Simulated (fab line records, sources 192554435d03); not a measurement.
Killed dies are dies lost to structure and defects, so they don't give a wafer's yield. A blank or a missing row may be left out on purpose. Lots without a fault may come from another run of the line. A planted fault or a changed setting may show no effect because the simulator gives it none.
fab line records | flow n5_finfet
record lots=5 wafers=15 last_day=16
route steps=1938 shown BEOL_M4@1099 BEOL_M5@1112 BEOL_M14@1770 PASSIVATION@1936
lots that met no fault: from a run of the same line without faults
start_h: hours from the record's first day to the start of the lot's first wafer shown | wait_h: hours since the lot's step before | " the same as in the row above | L1.1+2: a row that stands for several wafers | - no value, or no start given | * or withheld: withheld | < > ~ a bound
route shown NAME@n: a module of which the file shows steps, and the number in the route of the first | usual: mean/standard deviation of fault-free wafers | same: alike in all rows | chamber/n: place in a boat | sites: the reading at each site | _std_site: their standard deviation | _edge_site: outer sites' mean less inner sites' | radius_mm: how far each site lies from the wafer's centre | mask NAME#n: copy n | behind: the tool/chamber that last shaped the wafer | hold: why the lot was held/for how many hours/how that ended | device: the transistor (n, p or np) that didn't switch | end of line: the same wafers' tests at the end of the route | a step without rows: its recipe alone | killed: dies lost to structure and defects at the first sort, not the wafer's yield | map: a wafer's dies, x killed, . not, _ none there
set.NAME: the setting as run; set.NAME@STEP: as run at that earlier step | model.NAME: the simulator's own value behind a step, which no gauge read
lots at some steps of the route; a table a step, a row a wafer
services: from which hour (start_h, from the record's first day; less than 0 if before it) a tool's chamber was out of use, for how many hours, and why
## steps
# step N5_BEOL_M4_ANNEAL_95
# recipe temp_c=400 time_s=240 ambient=vacuum
# step N5_BEOL_M4_SPUTTER_96
# recipe material=Cu target_thk_a=45 temp_c=-20 chamber_pressure_pa=0.07 power_w=withheld time_s=8.29
# step N5_BEOL_M4_ECD_50
# recipe material=Cu target_thk_a=3000
# step N5_BEOL_M4_ANNEAL_51
# recipe temp_c=225 time_s=90 ambient=N2
# step N5_BEOL_M4_CMP_52
# recipe stop_on=SiOC t_overpolish_s=6.8 down_force_psi=1 platen_rpm=50 clearing_platen_down_force_psi=1.5 clearing_platen_rpm=50 post_cmp_clean=cu_alkaline target_thk_nm=40 clearing_platen_pad_velocity_m_s=0.99484 pad_velocity_m_s=0.99484
# step N5_BEOL_M4_PRE_CLEAN_60
# recipe gas=NH3/H2 time_s=15 temp_c=* rf_power_w=300
# step N5_BEOL_M4_CO_CAP_55
# recipe material=Co target_thk_a=20 temp_c=200 precursor=CCTBA/H2 pressure_torr=30 time_s=102.1
# step N5_BEOL_M4_PRE_CLEAN_56
# recipe gas=NH3 time_s=15 temp_c=withheld rf_power_w=300
# step N5_BEOL_M4_DEP_57
# recipe material=SiCN target_thk_a=80 temp_c=withheld precursor=3MS/NH3 pressure_torr=3 rf_w=202 time_s=14
# step N5_BEOL_M4_RC_MEAS_101
# usual DIBL_N=36.5/1.4 DIBL_P=36.6/1.6 IOFF_N=0.160/0.024 IOFF_P=0.217/0.029 ION_N=674/8.7 ION_P=464/6.5 SS_N=71.6/0.47 SS_P=73.4/0.57 VT_N=250.0/2.5 VT_P=-250/3.1
# columns lot.wafer tool chamber start_h wait_h DIBL_N[mV/V] DIBL_P[mV/V] IOFF_N[nA/um] IOFF_P[nA/um] ION_N[uA/um] ION_P[uA/um] SS_N[mV/dec] SS_P[mV/dec] VT_N[mV] VT_P[mV]
L802.1 prober-01 0 185.45 0.0 37.1 37.6 0.187 0.222 687 466 72.2 73.6 246.3 -249
L802.3 " 0 " " 35.5 35.4 0.145 0.185 666 458 71.4 73.0 250.0 -252
L802.6 " 0 " " 35.0 34.4 0.145 0.177 667 456 71.6 72.6 251.0 -253
L803.1 prober-02 0 193.37 0.0 34.3 34.4 0.136 0.202 668 461 71.2 73.3 251.5 -251
L803.2 " 0 " " 35.2 35.9 0.161 0.228 676 469 71.1 73.3 248.2 -248
L803.4 " 0 " " 35.5 36.4 0.161 0.226 675 464 71.3 73.7 249.8 -250
L804.2 prober-01 0 195.49 0.2 37.3 37.8 0.193 0.267 688 481 71.8 72.7 245.2 -244
L804.3 " 0 " " 36.4 37.2 0.182 0.263 688 479 71.7 73.4 246.1 -245
L804.6 " 0 " " 36.7 37.0 0.184 0.254 690 476 71.8 72.3 249.1 -245
L815.3 prober-01 0 263.70 0.3 35.9 35.6 0.140 0.198 660 462 70.6 73.2 252.2 -248
L815.5 " 0 " " 36.3 36.7 0.148 0.212 661 457 71.5 73.2 251.1 -250
L815.6 " 0 " " 36.8 37.0 0.166 0.221 688 470 71.1 73.2 248.1 -246
L821.4 prober-01 0 286.84 0.5 35.6 35.8 0.148 0.229 680 473 71.2 73.2 249.0 -248
L821.5 " 0 " " 37.5 37.4 0.180 0.263 685 473 71.9 73.4 247.9 -243
L821.6 " 0 " " 34.8 34.1 0.131 0.214 668 469 71.3 73.2 252.6 -248
# step N5_BEOL_M5_ILD_DEP_00
# recipe material=SiCOH_lowk target_thk_a=1406.4 temp_c=300 precursor=DEMS/porogen pressure_torr=5 rf_w=500 time_s=25.9
# step N5_BEOL_M5_CURE_79
# recipe temp_c=385 time_s=240 ambient=He/Ar material=SiCOH_lowk
# step N5_BEOL_M5_PECVD_70
# recipe material=SiO2 target_thk_a=160 temp_c=400 precursor=TEOS/O2 pressure_torr=5.5 rf_w=450 teos_flow_sccm=53.8 gas=O2 flow_sccm=3000 time_s=18
# step N5_BEOL_M5_HM_DEP_02
# recipe material=TiN target_thk_a=200 temp_c=25 chamber_pressure_pa=0.49996
# step N5_BEOL_M5_COAT_59
# recipe resist=SOC temp_c=250 time_s=60 spin_rpm=1500 resist_thk_nm=60
# step N5_BEOL_M5_COAT_60
# recipe resist=SiARC temp_c=220 time_s=60 spin_rpm=1500 resist_thk_nm=12
# step N5_BEOL_M5_COAT_71
# recipe resist=underlayer temp_c=205 time_s=60 spin_rpm=1500 resist_thk_nm=5
# step N5_BEOL_M5_COAT_05
# recipe resist=CAR-EUV spin_rpm=1500 resist_thk_nm=30
# step N5_BEOL_M5_EBR_07
# recipe solvent=PGMEA ebr_width_mm=1.5
# step N5_BEOL_M5_SOFTBAKE_06
# recipe temp_c=110 time_s=60 resist=CAR-EUV
# step N5_BEOL_M5_EXPOSE_08
# recipe mask_id=M5 na=0.33 source_shape=annular sigma_inner=0.4 sigma_outer=0.8 polarization=unpolarized target_cd_nm=28 dose_mj=35.75
# step N5_BEOL_M5_PEB_09
# recipe peb_temp_c=100 peb_time_s=60 resist=CAR-EUV
# step N5_BEOL_M5_DEVELOP_10
# recipe develop_time_s=30 developer=TMAH resist=CAR-EUV rinse_liquid=surfactant_rinse dry=air_spin dev_temp_c=23
# step N5_BEOL_M5_DESCUM_16
# recipe chemistry=O2 time_s=7 source_power_w=50 bias_power_w=20 pressure_mtorr=20 rf_frequency_hz=2.712e+07 temp_c=40 resist=CAR-EUV o2_flow_sccm=225
# step N5_BEOL_M5_ETCH_72
# recipe chemistry=N2/H2 target=underlayer target_depth_a=65 mask_material=CAR-EUV time_s=5.2 ion_energy_ev=200 pressure_mtorr=30 source_w=840 bias_w=150 n2_flow_sccm=200 h2_flow_sccm=200 ends=cleared
# step N5_BEOL_M5_ETCH_61
# recipe chemistry=CF4 target=SiARC target_depth_a=156 mask_material=CAR-EUV time_s=26 ion_energy_ev=80 pressure_mtorr=40 source_w=545 bias_w=36 Ar_flow_sccm=100 cf4_flow_sccm=100 ends=cleared
# step N5_BEOL_M5_ETCH_62
# recipe chemistry=N2/H2 target=SOC target_depth_a=750 overetch_a=150 mask_material=SiARC temp_c=40 time_s=112.5 ion_energy_ev=200 pressure_mtorr=30 source_w=840 bias_w=150 n2_flow_sccm=200 h2_flow_sccm=200
# step N5_BEOL_M5_STRIP_63
# recipe chemistry=N2/H2 temp_c=40 n2_flow_sccm=200 h2_flow_sccm=200 rf_frequency_hz=6e+07
# step N5_BEOL_M5_STRIP_73
# recipe chemistry=N2/H2 temp_c=40 n2_flow_sccm=200 h2_flow_sccm=200 rf_frequency_hz=6e+07
# step N5_BEOL_M5_STRIP_64
# recipe chemistry=CF4 resist=SiARC power_w=300 bias_power_w=75 pressure_mtorr=50 cf4_flow_sccm=150 rf_frequency_hz=6e+07
# step N5_BEOL_M5_HM_OPEN_17
# recipe chemistry=Cl2/BCl3 target_depth_a=200 overetch_a=60 target=TiN mask_material=SOC ion_energy_ev=150 pressure_mtorr=10 icp_w=1000 bias_w=126 Cl2_flow_sccm=53.25 bcl3_flow_sccm=21.75 Ar_flow_sccm=25
# step N5_BEOL_M5_STRIP_19
# recipe chemistry=O2 power_w=400 temp_c=40 pressure_mtorr=30 rf_frequency_hz=6e+07 bias_power_w=0 overash_fraction=0.2 o2_flow_sccm=225
# step N5_BEOL_M5_COAT_65
# recipe resist=SOC temp_c=250 time_s=60 spin_rpm=1500 resist_thk_nm=60
# step N5_BEOL_M5_COAT_66
# recipe resist=SiARC temp_c=220 time_s=60 spin_rpm=1500 resist_thk_nm=12
# step N5_BEOL_M14_DEP_53
# recipe material=SiCN target_thk_a=500 temp_c=withheld precursor=3MS/NH3 pressure_torr=3 rf_w=675 time_s=17.8
# usual chamber_pressure_Torr=3.001/0.0067 rf_fwd_power_W=667.4/2.5 showerhead_plenum_p_Torr=4.153/0.022 throttle_valve_pct=18.1/1.1
# columns lot.wafer tool chamber start_h wait_h chamber_pressure_Torr rf_fwd_power_W showerhead_plenum_p_Torr throttle_valve_pct
L802.1 pecvd-03 1 266.57 0.0 - - - -
L802.3 " 0 " " - - - -
L802.6 " 0 " " - - - -
L803.1 pecvd-03 1 270.25 0.0 - - - -
L803.2 " 2 " " - - - -
L803.4 " 1 " " - - - -
L804.2 pecvd-02 0 274.81 0.0 - - - -
L804.3 " 1 " " - - - -
L804.6 " 2 " " - - - -
L815.3 pecvd-04 2 339.87 0.0 3.011 669.6 4.150 17.0
L815.5 " 1 " " 2.998 668.7 4.138 16.9
L815.6 " 0 " " 3.007 663.6 4.148 17.9
L821.4 pecvd-03 1 358.50 0.0 3.005 667.9 4.169 19.7
L821.5 " 0 " " 2.996 667.5 4.168 18.8
L821.6 " 2 " " 2.988 665.0 4.133 17.1
# step N5_PASSIVATION_PROBE_49
# usual defect_limited_yield=91.2/1.4 killed_at_M0_to_M3=34/9.4 killed_at_M4_up=13/5.8 killed_at_contacts=13/6.4 killed_at_front_end=41/11 killed_at_other=3.1/2.3 killed_dies=103/16 killed_on_rim=13/3.4 killed_open=69/12 killed_short=33/7.8 sort_bin_5_function=5.1/0.91 sort_bin_6_memory=3.3/0.63 sort_n_pass=1077/16 sort_yield_pct=91.2/1.4
# same gross_dies=1180 killed_at_back_side=0 sort_bin_4_leakage[%]=0 sort_bin_8_speed[%]=0
# columns lot.wafer tool chamber start_h wait_h defect_limited_yield[%] killed_at_M0_to_M3 killed_at_M4_up killed_at_contacts killed_at_front_end killed_at_other killed_dies killed_on_rim killed_open killed_short sort_bin_5_function[%] sort_bin_6_memory[%] sort_n_pass sort_yield_pct[%]
L802.1 prober-02 - 283.78 0.0 0 31 1080 20 48 1 1180 152 74 33 96.4 3.2 0 0
L802.3 prober-02 - 283.88 0.1 0 42 1077 6 50 5 1180 152 77 41 95.8 3.7 0 0
L802.6 prober-02 - 284.03 0.3 0 25 1092 22 40 1 1180 152 62 32 96.8 2.9 0 0
L803.1 prober-01 - 289.37 0.0 0 36 1094 10 38 2 1180 152 55 44 96.0 3.6 0 0
L803.2 prober-01 - 289.42 0.1 0 39 1084 25 28 4 1180 152 90 35 96.4 3.2 0 0
L803.4 prober-01 - 289.52 0.2 0 39 1062 21 54 4 1180 152 88 43 95.8 3.9 0 0
L804.2 prober-02 - 295.19 0.1 0 28 1097 16 33 6 1180 152 62 30 97.3 2.6 0 0
L804.3 prober-02 - 295.24 0.1 0 36 1086 6 49 3 1180 152 54 50 96.8 2.7 0 0
L804.6 prober-02 - 295.39 0.3 0 39 1098 0 36 7 1180 152 54 33 96.5 3.3 0 0
# killed by level:class
L802.1 BEOL_M14:area_dep=1073 MOL_CONTACT_COAG:geometric_particle:open=12 FIN_SAQP:geometric_particle:open=11 MOL_CONTACT_COAG:geometric_particle:short=8 STI_FIN_REVEAL:geometric_particle:open=7 GATE_CUT:geometric_particle:short=7 BEOL_M2:geometric_particle:open=7 BEOL_M1:geometric_particle:open=7
L802.3 BEOL_M14:area_dep=1062 STI_FIN_REVEAL:geometric_particle:open=15 BEOL_M0_SAQP:geometric_particle:open=12 BEOL_M2:geometric_particle:open=8 FIN_SAQP:geometric_particle:short=7 ILD0:geometric_particle:short=7 BEOL_M0_SAQP:geometric_particle:short=6 FIN_SAQP:geometric_particle:open=5
L802.6 BEOL_M14:area_dep=1084 MOL_CONTACT_COAG:geometric_particle:open=15 FIN_SAQP:geometric_particle:open=12 MOL_CONTACT_COAG:geometric_particle:short=7 STI_FIN_REVEAL:geometric_particle:open=6 BEOL_M0_SAQP:geometric_particle:open=6 BEOL_M1:geometric_particle:open=5 BEOL_M0_SAQP:geometric_particle:short=4
L803.1 BEOL_M14:area_dep=1081 BEOL_M0_SAQP:geometric_particle:short=13 BEOL_M0_SAQP:geometric_particle:open=9 FIN_SAQP:geometric_particle:open=8 DUMMY_GATE:geometric_particle:open=7 FIN_SAQP:geometric_particle:short=6 MOL_CONTACT_COAG:geometric_particle:open=6 BEOL_M4:geometric_particle:open=6
L803.2 BEOL_M14:area_dep=1055 MOL_CONTACT_COAG:geometric_particle:open=22 BEOL_M4:geometric_particle:open=20 BEOL_M0_SAQP:geometric_particle:open=17 FIN_SAQP:geometric_particle:short=9 BEOL_M0_SAQP:geometric_particle:short=9 BEOL_M3:geometric_particle:open=6 DUMMY_GATE:geometric_particle:open=4
L803.4 BEOL_M14:area_dep=1049 FIN_SAQP:geometric_particle:open=21 MOL_CONTACT_COAG:geometric_particle:open=14 DUMMY_GATE:geometric_particle:open=12 BEOL_M0_SAQP:geometric_particle:open=11 BEOL_M0_SAQP:geometric_particle:short=11 MOL_CONTACT_COAG:geometric_particle:short=7 FIN_SAQP:geometric_particle:short=6
L804.2 BEOL_M14:area_dep=1088 MOL_CONTACT_COAG:geometric_particle:open=13 BEOL_M2:geometric_particle:open=12 FIN_SAQP:geometric_particle:open=7 DUMMY_GATE:geometric_particle:open=5 BEOL_M0_SAQP:geometric_particle:open=5 BEOL_M2:geometric_particle:short=5 GATE_CUT:geometric_particle:short=4
L804.3 BEOL_M14:area_dep=1074 BEOL_M0_SAQP:geometric_particle:short=12 GATE_CUT:geometric_particle:short=11 STI_FIN_REVEAL:geometric_particle:open=10 BEOL_M0_SAQP:geometric_particle:open=7 FIN_SAQP:geometric_particle:short=6 BEOL_M2:geometric_particle:short=6 FIN_SAQP:geometric_particle:open=5
L804.6 BEOL_M14:area_dep=1090 DUMMY_GATE:geometric_particle:open=8 BEOL_M0_SAQP:geometric_particle:open=8 BEOL_M0:geometric_particle:open=8 BEOL_M3:geometric_particle:open=7 GATE_CUT:geometric_particle:short=6 BEOL_M0_SAQP:geometric_particle:short=5 BEOL_M2:geometric_particle:open=4
# map L802.1 (x killed, . not)
_________________xxxxxxxxxxxx________________
______________xxxxxxxxxxxxxxxxxx_____________
___________xxxxxxxxxxxxxxxxxxxxxxxx__________
__________xxxxxxxxxxxxxxxxxxxxxxxxxx_________
________xxxxxxxxxxxxxxxxxxxxxxxxxxxxxx_______
_______xxxxxxxxxxxxxxxxxxxxxxxxxxxxxxxx______
______xxxxxxxxxxxxxxxxxxxxxxxxxxxxxxxxxx_____
_____xxxxxxxxxxxxxxxxxxxxxxxxxxxxxxxxxxxx____
____xxxxxxxxxxxxxxxxxxxxxxxxxxxxxxxxxxxxxx___
___xxxxxxxxxxxxxxxxxxxxxxxxxxxxxxxxxxxxxxxx__
___xxxxxxxxxxxxxxxxxxxxxxxxxxxxxxxxxxxxxxxx__
__xxxxxxxxxxxxxxxxxxxxxxxxxxxxxxxxxxxxxxxxxx_
__xxxxxxxxxxxxxxxxxxxxxxxxxxxxxxxxxxxxxxxxxx_
_xxxxxxxxxxxxxxxxxxxxxxxxxxxxxxxxxxxxxxxxxxxx
_xxxxxxxxxxxxxxxxxxxxxxxxxxxxxxxxxxxxxxxxxxxx
_xxxxxxxxxxxxxxxxxxxxxxxxxxxxxxxxxxxxxxxxxxxx
_xxxxxxxxxxxxxxxxxxxxxxxxxxxxxxxxxxxxxxxxxxxx
_xxxxxxxxxxxxxxxxxxxxxxxxxxxxxxxxxxxxxxxxxxxx
_xxxxxxxxxxxxxxxxxxxxxxxxxxxxxxxxxxxxxxxxxxxx
_xxxxxxxxxxxxxxxxxxxxxxxxxxxxxxxxxxxxxxxxxxxx
_xxxxxxxxxxxxxxxxxxxxxxxxxxxxxxxxxxxxxxxxxxxx
__xxxxxxxxxxxxxxxxxxxxxxxxxxxxxxxxxxxxxxxxxx_
__xxxxxxxxxxxxxxxxxxxxxxxxxxxxxxxxxxxxxxxxxx_
___xxxxxxxxxxxxxxxxxxxxxxxxxxxxxxxxxxxxxxxx__
___xxxxxxxxxxxxxxxxxxxxxxxxxxxxxxxxxxxxxxxx__
____xxxxxxxxxxxxxxxxxxxxxxxxxxxxxxxxxxxxxx___
_____xxxxxxxxxxxxxxxxxxxxxxxxxxxxxxxxxxxx____
______xxxxxxxxxxxxxxxxxxxxxxxxxxxxxxxxxx_____
_______xxxxxxxxxxxxxxxxxxxxxxxxxxxxxxxx______
________xxxxxxxxxxxxxxxxxxxxxxxxxxxxxx_______
__________xxxxxxxxxxxxxxxxxxxxxxxxxx_________
___________xxxxxxxxxxxxxxxxxxxxxxxx__________
______________xxxxxxxxxxxxxxxxxx_____________
_________________xxxxxxxxxxxx________________
# map L803.1 (x killed, . not)
_________________xxxxxxxxxxxx________________
______________xxxxxxxxxxxxxxxxxx_____________
___________xxxxxxxxxxxxxxxxxxxxxxxx__________
__________xxxxxxxxxxxxxxxxxxxxxxxxxx_________
________xxxxxxxxxxxxxxxxxxxxxxxxxxxxxx_______
_______xxxxxxxxxxxxxxxxxxxxxxxxxxxxxxxx______
______xxxxxxxxxxxxxxxxxxxxxxxxxxxxxxxxxx_____
_____xxxxxxxxxxxxxxxxxxxxxxxxxxxxxxxxxxxx____
____xxxxxxxxxxxxxxxxxxxxxxxxxxxxxxxxxxxxxx___
___xxxxxxxxxxxxxxxxxxxxxxxxxxxxxxxxxxxxxxxx__
___xxxxxxxxxxxxxxxxxxxxxxxxxxxxxxxxxxxxxxxx__
__xxxxxxxxxxxxxxxxxxxxxxxxxxxxxxxxxxxxxxxxxx_
__xxxxxxxxxxxxxxxxxxxxxxxxxxxxxxxxxxxxxxxxxx_
_xxxxxxxxxxxxxxxxxxxxxxxxxxxxxxxxxxxxxxxxxxxx
_xxxxxxxxxxxxxxxxxxxxxxxxxxxxxxxxxxxxxxxxxxxx
_xxxxxxxxxxxxxxxxxxxxxxxxxxxxxxxxxxxxxxxxxxxx
_xxxxxxxxxxxxxxxxxxxxxxxxxxxxxxxxxxxxxxxxxxxx
_xxxxxxxxxxxxxxxxxxxxxxxxxxxxxxxxxxxxxxxxxxxx
_xxxxxxxxxxxxxxxxxxxxxxxxxxxxxxxxxxxxxxxxxxxx
_xxxxxxxxxxxxxxxxxxxxxxxxxxxxxxxxxxxxxxxxxxxx
_xxxxxxxxxxxxxxxxxxxxxxxxxxxxxxxxxxxxxxxxxxxx
__xxxxxxxxxxxxxxxxxxxxxxxxxxxxxxxxxxxxxxxxxx_
__xxxxxxxxxxxxxxxxxxxxxxxxxxxxxxxxxxxxxxxxxx_
___xxxxxxxxxxxxxxxxxxxxxxxxxxxxxxxxxxxxxxxx__
___xxxxxxxxxxxxxxxxxxxxxxxxxxxxxxxxxxxxxxxx__
____xxxxxxxxxxxxxxxxxxxxxxxxxxxxxxxxxxxxxx___
_____xxxxxxxxxxxxxxxxxxxxxxxxxxxxxxxxxxxx____
______xxxxxxxxxxxxxxxxxxxxxxxxxxxxxxxxxx_____
_______xxxxxxxxxxxxxxxxxxxxxxxxxxxxxxxx______
________xxxxxxxxxxxxxxxxxxxxxxxxxxxxxx_______
__________xxxxxxxxxxxxxxxxxxxxxxxxxx_________
___________xxxxxxxxxxxxxxxxxxxxxxxx__________
______________xxxxxxxxxxxxxxxxxx_____________
_________________xxxxxxxxxxxx________________
## services
# columns tool chamber start_h hours kind
pecvd-04 2 249.51 2.1 scheduled_down
pecvd-03 2 250.98 2.1 scheduled_down
pecvd-02 1 254.31 5.5 scheduled_down
pecvd-03 - 275.77 0.4 repair
pecvd-03 - 280.65 5.5 pm
pecvd-04 - 324.79 6.0 pm
## key
first_sign step=N5_BEOL_M14_DEP_53 reading=tool_record direction=missing
effect step=N5_PASSIVATION_PROBE_49 reading=killed_at_M4_up direction=up sigmas=99+ usual=13 struck=1086
more_kills_born_at N5_BEOL_M14_DEP_53@pecvd-03=6404 N5_BEOL_M14_DEP_53@pecvd-02=3252
met_at N5_BEOL_M14_DEP_53
struck_wafers L802.1,L802.3,L802.6,L803.1,L803.2,L803.4,L804.2,L804.3,L804.6
later_rows_left_out L802.1,L802.3,L802.6,L803.1,L803.2,L803.4,L804.2,L804.3,L804.6
fault kind=skipped_step_whole tool=pecvd-02,pecvd-03 chamber=- onset_h=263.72 steps=N5_BEOL_M14_DEP_53 scope=struck_lots_only
# later_rows_left_out: the simulator's readings of these wafers behind a module that went badly wrong aren't trusted and aren't shown, but for the sort
